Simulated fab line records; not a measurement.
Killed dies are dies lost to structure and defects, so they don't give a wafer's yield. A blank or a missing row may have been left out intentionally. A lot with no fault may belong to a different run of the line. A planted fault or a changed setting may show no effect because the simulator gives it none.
fab line records | flow n5_finfet
record lots=4 | wafers=12 | last_day=18
route steps=1938 shown SD_EPI_P@308 SD_ACTIVATION@330 ILD0@335 SDB@347 BEOL_M4@1111 PASSIVATION@1936
lots that met no fault: from a run of the same line without faults
start_h: hours from the record's opening day to when the first of the lot's shown wafers began | wait_h: hours elapsed since this lot's preceding step | " same as the row above | L1.1+2: a single row standing in for several wafers | - no value present, or no start provided | * or withheld: withheld | < > ~ a bound
route shown NAME@n: NAME is a module with steps in the file, n the number in the route of the first one | usual: average and standard deviation across the fault-free wafers | same: alike in all rows | chamber/n: place in a boat | sites: the reading at each site | _std_site: standard deviation across them | _edge_site: mean of outer sites minus mean of inner sites | radius_mm: how far each site lies from the wafer's centre | mask NAME#n: copy n | behind: tool/chamber where the wafer was last shaped | hold: what put the lot on hold/how long, in hours/how the hold closed | device: names the non-switching transistor (n, p or np) | end of line: at the end of the route, the tests of the same wafers | a step without rows: its recipe alone | killed: the dies lost at the first sort to structure and to defects; this is not the yield of the wafer | map: a wafer's dies, x killed, . not, _ none there
set.NAME: setting as actually run; set.NAME@STEP: the setting as run at that earlier step | model.NAME: the simulator's own value behind a step, which no gauge read
a table for each step, a row for each wafer; lots at some steps of the route
## steps
# step N5_SD_EPI_P_ETCH_37
# recipe chemistry=N2/H2 | target=SOC | overetch_a=1080 | mask_material=SiARC | temp_c=40 | ion_energy_ev=100 | source_w=3000 | bias_w=133 | pressure_mtorr=20 | time_s=486 | n2_flow_sccm=200 | h2_flow_sccm=200 | ends=end_point
# step N5_SD_EPI_P_STRIP_38
# recipe chemistry=N2/H2 | temp_c=40 | n2_flow_sccm=200 | h2_flow_sccm=200 | rf_frequency_hz=6e+07
# step N5_SD_EPI_P_ETCHBACK_46
# recipe chemistry=CH3F/O2 | mode=anisotropic_etchback | target=SiNx | target_depth_a=175 | stop_on=SiO2 | over_etch_frac=0.3 | ion_energy_ev=120 | pressure_mtorr=30 | source_w=395 | bias_w=73 | Ar_flow_sccm=150 | CH3F_flow_sccm=30 | O2_flow_sccm=20
# step N5_SD_EPI_P_ETCH_47
# recipe chemistry=CH3F/O2 | target=SiOCN | target_depth_a=250 | mask_material=SOC | ion_energy_ev=60 | bias_w=29 | pressure_mtorr=30 | source_w=410 | Ar_flow_sccm=150 | CH3F_flow_sccm=30 | O2_flow_sccm=20
# step N5_SD_EPI_P_ETCH_16
# recipe chemistry=CHF3/O2 | target=SiO2 | target_depth_a=50 | mask_material=SOC | pressure_mtorr=30 | source_w=650 | bias_w=170 | Ar_flow_sccm=200 | CHF3_flow_sccm=50 | O2_flow_sccm=5 | ion_energy_ev=200
# step N5_SD_EPI_P_STRIP_50
# recipe chemistry=CHF3/O2 | resist=SiARC | rf_frequency_hz=6e+07
# step N5_SD_EPI_P_SD_RECESS_17
# recipe chemistry=HBr/Cl2/O2 | target_depth_a=391 | bt_time_s=3 | pressure_mtorr=10 | icp_w=800 | bias_w=112 | HBr_flow_sccm=150 | Cl2_flow_sccm=80 | O2_flow_sccm=12
# step N5_SD_EPI_P_WET_ETCH_45
# recipe chemistry=dHF | dilution=withheld | time_s=10.7 | target=SiO2 | target_depth_a=20 | temp_c=25 | dry=ipa_marangoni | rinse_time_s=30 | rinse_temp_c=23
# step N5_SD_EPI_P_STRIP_40
# recipe chemistry=N2/H2 | power_w=1000 | temp_c=250 | h2_frac=0.65 | overash_fraction=0.3 | pressure_mtorr=withheld | n2_flow_sccm=1750 | h2_flow_sccm=3250
# step N5_SD_EPI_P_PRECLEAN_52
# recipe chemistry=O3/DIW | time_s=60 | temp_c=22 | o3_ppm=10
# step N5_SD_EPI_P_SRD_20
# recipe dry=ipa_marangoni | do_ppb=5 | time_s=30 | temp_c=23 | rinse_liquid=diw
# step N5_SD_EPI_P_PRECLEAN_51
# recipe chemistry=NF3:NH3 | afs_cycles=1 | temp_c=30 | time_s=20 | sublimation_temp_c=180 | sublimation_time_s=60 | pressure_torr=3 | rf_power_w=30
# step N5_SD_EPI_P_VAPOR_ETCH_44
# recipe chemistry=NF3/Ar | target=SiGe30 | temp_c=25 | time_s=3.3 | mode=isotropic
lot.wafer  | tool         | chamber | start_h | wait_h
L240.1+3+6 | epi_rpcvd-02 | 0       | 61.08   | 0.1
L247.1+2+4 | epi_rpcvd-01 | 0       | 103.70  | 0.1
L247.1+2+4 | epi_rpcvd-01 | 0       | 104.05  | 0.3
L253.1+2+4 | epi_rpcvd-01 | 0       | 140.12  | 0.1
L253.1+2+4 | epi_rpcvd-01 | 0       | 140.47  | 0.3
L262.1+2+4 | epi_rpcvd-02 | 0       | 195.32  | 0.1
# step N5_SD_EPI_P_EPI_21
# recipe material=SiGe:B | dopant=B | temp_c=550 | pressure_torr=20 | ambient=H2 | time_s=355
# step N5_SD_EPI_P_HM_STRIP_48
# recipe chemistry=H3PO4 | temp_c=160 | material=SiNx | target=SiNx | target_depth_a=30 | overetch_fraction=0.3
# step N5_SD_EPI_P_SRD_49
# recipe dry=ipa_marangoni | time_s=30 | temp_c=23 | rinse_liquid=diw
# step N5_SD_EPI_P_PRECLEAN_24
# recipe chemistry=O3/DIW | time_s=45 | temp_c=22 | o3_ppm=10
# step N5_SD_EPI_P_PRECLEAN_32
# recipe chemistry=dHF | time_s=10 | dilution=500:1 | temp_c=25
# step N5_SD_EPI_P_PRECLEAN_33
# recipe chemistry=SC2 | time_s=45 | temp_c=35 | mix=1:1:50
# step N5_SD_EPI_P_SRD_25
# recipe time_s=30 | temp_c=23 | rinse_liquid=diw | dry=ipa_marangoni
# step N5_SD_ACTIVATION_RTA_00
# recipe temp_c=975 | time_s=0 | ambient=N2 | idle_temp_c=600 | ramp_up_c_per_s=150 | ramp_down_c_per_s=60 | cool_to_c=600
# step N5_SD_ACTIVATION_LSA_01
# recipe temp_c=1080 | time_s=0.0008 | ambient=N2
# step N5_ILD0_LINER_00
# recipe material=SiNx | target_thk_a=40 | temp_c=400 | ald_precursor_family=SiH2I2 | ald_co_reactant=N2/H2-plasma | pulse_time_s=1 | purge_time_s=2 | co_reactant_purge_time_s=2 | ald_cycles=80 | pressure_torr=2
# step N5_ILD0_FCVD_FILL_01
# recipe material=SiO2_flowable | target_thk_a=2000 | temp_c=100 | pressure_torr=0.8 | rf_w=2000 | time_s=328.3
# step N5_ILD0_CURE_02
# recipe temp_c=450 | time_s=1800 | ambient=steam | idle_temp_c=400 | ramp_up_c_per_min=5 | ramp_down_c_per_min=3 | densification_p_h2o_torr=640
# step N5_ILD0_CMP_03
# recipe stop_on=SiNx | t_overpolish_s=1.9 | post_cmp_clean=alkaline_brush | down_force_psi=4.1491 | platen_rpm=51.796 | pad_velocity_m_s=1.0306 | target_thk_nm=197.38
# step N5_ILD0_CMP_07
# recipe stop_on=poly-Si | material=SiO2_flowable | t_overpolish_s=1.18 | post_cmp_clean=alkaline_brush | down_force_psi=4.1491 | platen_rpm=51.796 | pad_velocity_m_s=1.0306 | target_thk_nm=138.88
# step N5_ILD0_PRECLEAN_10
# recipe chemistry=NF3:NH3 | afs_cycles=5 | time_s=20 | temp_c=30 | sublimation_temp_c=180 | sublimation_time_s=60 | pressure_torr=3 | rf_power_w=30
# step N5_ILD0_ALD_15
# recipe material=SiNx | target_thk_a=240 | temp_c=400 | ald_precursor_family=SiH2I2 | ald_co_reactant=N2/H2-plasma | pulse_time_s=1 | ald_cycles=480 | purge_time_s=2 | co_reactant_purge_time_s=2 | pressure_torr=2
# step N5_ILD0_CMP_12
# recipe stop_on=poly-Si | material=SiNx | t_overpolish_s=6 | post_cmp_clean=alkaline_brush | down_force_psi=2.5 | platen_rpm=51.8 | pad_velocity_m_s=1.0307 | target_thk_nm=17.67
# step N5_SDB_HM_DEP_00
# recipe material=SiNx | target_thk_a=400 | temp_c=400 | precursor=SiH4/NH3/N2 | pressure_torr=1.5 | rf_w=300 | time_s=35.3
# step N5_SDB_COAT_03
# recipe resist=SOC | temp_c=250 | time_s=60 | spin_rpm=1500 | resist_thk_nm=100
# step N5_SDB_COAT_04
# recipe resist=SiARC | temp_c=220 | time_s=60 | spin_rpm=1500 | resist_thk_nm=18
# step N5_BEOL_M4_RC_MEAS_101
# usual DIBL_N=36.4/1.7 | DIBL_P=36.4/2.1 | IOFF_N=0.16/0.035 | IOFF_P=0.21/0.035 | ION_N=680/11 | ION_P=465/6.8 | SS_N=71.5/0.58 | SS_P=73.2/0.72 | VT_N=249/3.6 | VT_P=-250/3.1
lot.wafer | tool      | chamber | start_h | wait_h | DIBL_N[mV/V] | DIBL_P[mV/V] | IOFF_N[nA/um] | IOFF_P[nA/um] | ION_N[uA/um] | ION_P[uA/um] | SS_N[mV/dec] | SS_P[mV/dec] | VT_N[mV] | VT_P[mV]
L240.1    | prober-02 | 0       | 176.76  | 0.0    | 37.5         | 37.9         | 0.19          | 0.24          | 683          | 471          | 72.2         | 73.5         | 247      | -249
L240.3    | "         | 0       | "       | "      | 36.1         | 36.7         | 0.17          | 0.22          | 689          | 471          | 70.7         | 73.2         | 247      | -247
L240.6    | "         | 0       | "       | "      | 33.6         | 33.1         | 0.12          | 0.17          | 659          | 451          | 70.7         | 72.1         | 254      | -251
L247.1    | prober-02 | 0       | 214.89  | 0.6    | 36.7         | -            | 0.16          | -             | 676          | -            | 71.1         | -            | 248      | -
L247.2    | "         | 0       | "       | "      | 34.7         | -            | 0.13          | -             | 670          | -            | 71.3         | -            | 254      | -
L247.4    | "         | 0       | "       | "      | 37.1         | -            | 0.19          | -             | 702          | -            | 71.4         | -            | 248      | -
L253.1    | prober-01 | 0       | 256.36  | 0.0    | 38.0         | -            | 0.18          | -             | 689          | -            | 71.3         | -            | 247      | -
L253.2    | "         | 0       | "       | "      | 36.8         | -            | 0.15          | -             | 663          | -            | 71.1         | -            | 253      | -
L253.4    | "         | 0       | "       | "      | 35.9         | -            | 0.14          | -             | 674          | -            | 70.7         | -            | 251      | -
L262.1    | prober-01 | 0       | 309.46  | 0.0    | 37.1         | 37.3         | 0.17          | 0.24          | 685          | 471          | 71.3         | 73.8         | 249      | -247
L262.2    | "         | 0       | "       | "      | 37.0         | 36.5         | 0.16          | 0.23          | 674          | 461          | 71.4         | 73.7         | 250      | -248
L262.4    | "         | 0       | "       | "      | 36.6         | 35.0         | 0.15          | 0.21          | 668          | 462          | 71.9         | 73.1         | 251      | -250
# step N5_PASSIVATION_PROBE_49
# usual defect_limited_yield=91.3/1.4 | killed_at_M0_to_M3=36/11 | killed_at_M4_up=13/5.2 | killed_at_contacts=13/6.5 | killed_at_front_end=37/11 | killed_at_other=3.6/2.9 | killed_dies=103/17 | killed_open=68/12 | killed_short=33/7.3 | sort_bin_4_leakage=0.01/0.039 | sort_bin_5_function=5.2/0.91 | sort_bin_6_memory=3.2/0.67 | sort_n_pass=1077/17 | sort_yield_pct=91.3/1.4
# same gross_dies=1180 | killed_at_back_side=0 | sort_bin_8_speed[%]=0
lot.wafer | tool      | chamber | start_h | wait_h | defect_limited_yield[%] | killed_at_M0_to_M3 | killed_at_M4_up | killed_at_contacts | killed_at_front_end | killed_at_other | killed_dies | killed_open | killed_short | sort_bin_4_leakage[%] | sort_bin_5_function[%] | sort_bin_6_memory[%] | sort_n_pass | sort_yield_pct[%]
L247.1    | prober-01 | -       | 322.39  | 0.1    | 91.2                    | 36                 | 14              | 21                 | 32                  | 1               | 104         | 64          | 40           | 91.19                 | 5.0                    | 3.7                  | 0           | 0
L247.2    | prober-01 | -       | 322.44  | 0.2    | 91.9                    | 32                 | 10              | 17                 | 36                  | 1               | 96          | 72          | 23           | 91.86                 | 4.2                    | 3.7                  | 0           | 0
L247.4    | prober-01 | -       | 322.54  | 0.3    | 91.7                    | 26                 | 11              | 26                 | 32                  | 3               | 98          | 73          | 25           | 91.69                 | 4.9                    | 2.7                  | 0           | 0
L253.1    | prober-01 | -       | 367.10  | 0.0    | 91.5                    | 26                 | 28              | 6                  | 35                  | 5               | 100         | 57          | 41           | 91.53                 | 5.1                    | 3.1                  | 0           | 0
L253.2    | prober-01 | -       | 367.15  | 0.1    | 94.2                    | 11                 | 14              | 13                 | 31                  | 0               | 69          | 38          | 29           | 94.15                 | 3.9                    | 1.6                  | 0           | 0
L253.4    | prober-01 | -       | 367.25  | 0.2    | 90.5                    | 36                 | 19              | 22                 | 31                  | 4               | 112         | 74          | 37           | 90.51                 | 6.6                    | 2.6                  | 0           | 0
# killed by level:class
L247.1 BEOL_M1:geometric_particle:open=14 MOL_CONTACT_COAG:geometric_particle:open=11 MOL_CONTACT_COAG:geometric_particle:short=10 DUMMY_GATE:geometric_particle:open=8 BEOL_M3:geometric_particle:open=5 BEOL_M0_SAQP:geometric_particle:short=5 BEOL_M4:geometric_particle:short=5 BEOL_M4:geometric_particle:open=5
L247.2 MOL_CONTACT_COAG:geometric_particle:open=17 FIN_SAQP:geometric_particle:open=10 BEOL_M0_SAQP:geometric_particle:open=8 STI_FIN_REVEAL:geometric_particle:open=7 BEOL_M0_SAQP:geometric_particle:short=7 DUMMY_GATE:geometric_particle:open=5 BEOL_M4:geometric_particle:open=5 GATE_CUT:geometric_particle:open=4
L247.4 MOL_CONTACT_COAG:geometric_particle:open=21 BEOL_M0_SAQP:geometric_particle:open=8 BEOL_M4:geometric_particle:open=8 STI_FIN_REVEAL:geometric_particle:open=7 DUMMY_GATE:geometric_particle:open=6 MOL_CONTACT_COAG:geometric_particle:short=5 FIN_SAQP:geometric_particle:open=4 FIN_SAQP:geometric_particle:short=4
L253.1 BEOL_M4:geometric_particle:open=19 FIN_SAQP:geometric_particle:short=8 BEOL_M0_SAQP:geometric_particle:short=8 ILD0:geometric_particle:short=7 FIN_SAQP:geometric_particle:open=6 MOL_CONTACT_COAG:geometric_particle:open=6 BEOL_M0_SAQP:geometric_particle:open=6 STARTING-WAFER:geometric_particle:short=5
L253.2 MOL_CONTACT_COAG:geometric_particle:open=11 ILD0:geometric_particle:short=8 BEOL_M4:geometric_particle:open=8 FIN_SAQP:geometric_particle:short=7 FIN_SAQP:geometric_particle:open=4 STI_FIN_REVEAL:geometric_particle:open=4 BEOL_M0_SAQP:geometric_particle:short=3 FIN_CUT:geometric_particle:short=2
L253.4 MOL_CONTACT_COAG:geometric_particle:open=16 BEOL_M4:geometric_particle:open=11 BEOL_M0_SAQP:geometric_particle:open=8 BEOL_M2:geometric_particle:open=8 BEOL_M0_SAQP:geometric_particle:short=7 BEOL_M1:geometric_particle:open=7 ILD0:geometric_particle:open=6 MOL_CONTACT_COAG:geometric_particle:short=6
# map L247.1 (x killed, . not)
_________________............________________
______________...............x.._____________
___________.x...................x..__________
__________....x......x..x..........._________
________.x...x........x..............._______
_______....x.x.........x...............______
______.x...............................x_____
_____.....x.x......x...........x..x......____
____...x......x...........xx..............___
___........................x......x.......x__
___............x...........xx.........x....__
__...............................x...x......_
__...........x........x.x.x....x............_
_.x....xxx.......x............x....xx........
_.....................x...x...x..............
_.x..........x........x...................x..
_................................x.....x.....
_..........x....x...........x........x.x.....
_.............x...........x....x....x........
_..x.....x......................x.....x..x...
_..x.....x............x..................x...
__....x...x..........x.x..x..x.............._
__.........x.........x......................_
___.........................x..............__
___......x......x.......x..............x...__
____........x.....x.......................___
_____....x...............................____
______...........................x......_____
_______..xx..x.x..x...........x........______
________.............x.x......xx......_______
__________....x....................._________
___________.....................x..__________
______________.................x_____________
_________________..x..x......________________
# map L253.4 (x killed, . not)
_________________...x........________________
______________.....x..xxx.x....._____________
___________.x........x.......x....x__________
__________.......x........x.....x..._________
________.............x.........x......_______
_______......x...........xx............______
______..................x..x...x........_____
_____...............................xx...____
____...x..x....x......x...................___
___............x......x.x.x............x...__
___.................................xx.....__
__...................................x......_
__x....x..........x.x.......x.............x._
_...............................x............
_....x...........................x.........x.
_..................x....x....................
_....x.....x....xx.x.x.......................
_..x.x...............x.......................
_.........................x........x......x..
_x......x................................x...
_...x.........x...............x..x...........
__..................x..x...x...x.x.........._
__...............................x.........._
___x.x.....x.x...xx.......x..x.............__
___.........x.xx.......x......x..x.........__
____...........x...........x..............___
_____.............xx.....xx....x.........____
______x..xx..x.x..........xx.x.........._____
_______.....x...........x........xx....______
________..............x............x.._______
__________............x............._________
___________................x.x...x.__________
______________.................._____________
_________________.....x......________________
## key
first_sign step=N5_SD_EPI_P_VAPOR_ETCH_44 | reading=visit | direction=added
effect step=N5_PASSIVATION_PROBE_49 | reading=sort_bin_4_leakage | direction=up | sigmas=99+ | usual=0.01 | struck=91.82
met_at N5_SD_EPI_P_VAPOR_ETCH_44
struck_wafers L247.1,L247.2,L247.4,L253.1,L253.2,L253.4
fault kind=repeated_step_whole | tool=epi_rpcvd-01,epi_rpcvd-02,epi_rpcvd-03 | chamber=- | onset_h=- | steps=N5_SD_EPI_P_VAPOR_ETCH_44 | times=1 | scope=struck_lots_only
